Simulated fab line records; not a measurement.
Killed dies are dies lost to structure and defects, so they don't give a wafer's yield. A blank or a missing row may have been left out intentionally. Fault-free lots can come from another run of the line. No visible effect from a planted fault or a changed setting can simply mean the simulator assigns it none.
Split-lot trial | flow n5-finfet | 21 wafers read from 7 lots, route of 1938 steps

ON THE SPLIT
At N5_PASSIVATION_PECVD_53 (deposits SiO2 from TEOS/O2, target thk 800 nm, time 169.4 s), the setting time-s was moved away from the recipe's 169.4 s on 4 of the 21 wafers read, by +10.6% to +13.1%. For the rest of the wafers, this setting stayed at what the recipe calls for.

The split's own step is where the reading is taken.

THE READING
SiO2_of_PASSIVATION_PECVD_53.thk-nm (the simulator's own value, which no gauge read), in nm, at N5_PASSIVATION_PECVD_53 (deposits SiO2 from TEOS/O2, target thk 800 nm, time 169.4 s). No usual value for it is given in the file. Across the 17 wafers here that went through the recipe, the average is 793.8 nm and the standard deviation 14 nm.

wafer  | tool, chamber at the split | time-s as run, s | against the recipe | SiO2_of_PASSIVATION_PECVD_53.thk-nm, nm | against lot-mates on the recipe
L074.1 | pecvd-01, 0                | 169.4            | recipe             | 800.6                                   | -
L074.2 | pecvd-01, 2                | 169.4            | recipe             | 797.8                                   | -
L074.3 | pecvd-01, 1                | 169.4            | recipe             | 786.2                                   | -
L075.1 | pecvd-04, 1                | 169.4            | recipe             | 779                                     | -
L075.3 | pecvd-04, 1                | 169.4            | recipe             | 777.8                                   | -
L075.5 | pecvd-04, 0                | 169.4            | recipe             | 799                                     | -
L081.2 | pecvd-01, 0                | 169.4            | recipe             | 806.4                                   | -
L081.3 | pecvd-01, 1                | 169.4            | recipe             | 775.4                                   | -
L081.4 | pecvd-01, 2                | 169.4            | recipe             | 806.2                                   | -
L084.3 | pecvd-02, 2                | 169.4            | recipe             | 802                                     | -
L084.4 | pecvd-02, 1                | 191.6            | +13.1%             | 905.6                                   | +95.3
L084.6 | pecvd-02, 0                | 169.4            | recipe             | 818.6                                   | -
L085.1 | pecvd-01, 2                | 169.4            | recipe             | 813.2                                   | -
L085.2 | pecvd-01, 1                | 169.4            | recipe             | 781.4                                   | -
L085.6 | pecvd-01, 1                | 169.4            | recipe             | 801.2                                   | -
L092.2 | pecvd-02, 1                | 169.4            | recipe             | 770.8                                   | -
L092.3 | pecvd-02, 2                | 169.4            | recipe             | 790.2                                   | -
L092.5 | pecvd-02, 0                | 191.6            | +13.1%             | 907.8                                   | +127.3
L094.2 | pecvd-04, 1                | 169.4            | recipe             | 788.4                                   | -
L094.3 | pecvd-04, 2                | 187.4            | +10.6%             | 875                                     | +86.6
L094.6 | pecvd-04, 2                | 187.4            | +10.6%             | 891                                     | +102.6

THE FIT
A straight line over all 21 wafers: SiO2_of_PASSIVATION_PECVD_53.thk-nm changes by +8.53 nm for each +1% of time-s; r = +0.95; the points scatter about the line by 13 nm.
The same after taking each lot's own level away (the mean of its wafers on the recipe; 21 wafers): +8.65 nm for each +1%; r = +0.97; scatter 12 nm.
On that fit, the largest move of time-s shifts the reading by 1.1e+02 nm.
From 780.50 to 810.30 nm: that is the span of the lots' own levels, equal to 2.2 times the standard deviation above.
Consequently the slope shifts little with the lot-to-lot level, the two slopes agreeing.
Check: with one of the wafers moved furthest among these (+13.1%) left out of the fit, the line predicts +121 nm for it against its lot-mates. Against them it came out at +95.3 nm.

OTHER SPLITS APPLIED TO THESE WAFERS
Other splits were also applied to these wafers ahead of the reading. Each is held against what the fit with the lots' levels taken away leaves over:
other split on the same wafers    | wafers away from the commonest value | r with SiO2_of_PASSIVATION_PECVD_53.thk-nm (lot level and that fit taken away)
N5_BEOL_M15_ILD_DEP_00 time-s     | 7                                    | +0.14
N5_BEOL_M15_TRENCH_ETCH_34 bias-w | 7                                    | +0.07
N5_PASSIVATION_VIA_ETCH_13 bias-w | 8                                    | -0.03

THE WHOLE CHAIN: every reading that the file lists as answering this split, in the file's order
step                    | what it does                                                | reading                                                                              | change (the file's fit)                                                          | r (the file's)
N5_PASSIVATION_PECVD_53 | deposits SiO2 from TEOS/O2, target thk 800 nm, time 169.4 s | SiO2_of_PASSIVATION_PECVD_53.thk-nm (the simulator's own value, which no gauge read) | +8.59 nm for each +1% of the setting                                             | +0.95
N5_PASSIVATION_PROBE_49 |                                                             | killed-at-other                                                                      | not straight: 2.7 at the lowest setting, 2.7 at the recipe, 492.5 at the highest | not given

THE FILE'S OWN FIT
SiO2_of_PASSIVATION_PECVD_53.thk-nm changes by +8.59 nm for each +1% of time-s, r = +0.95.
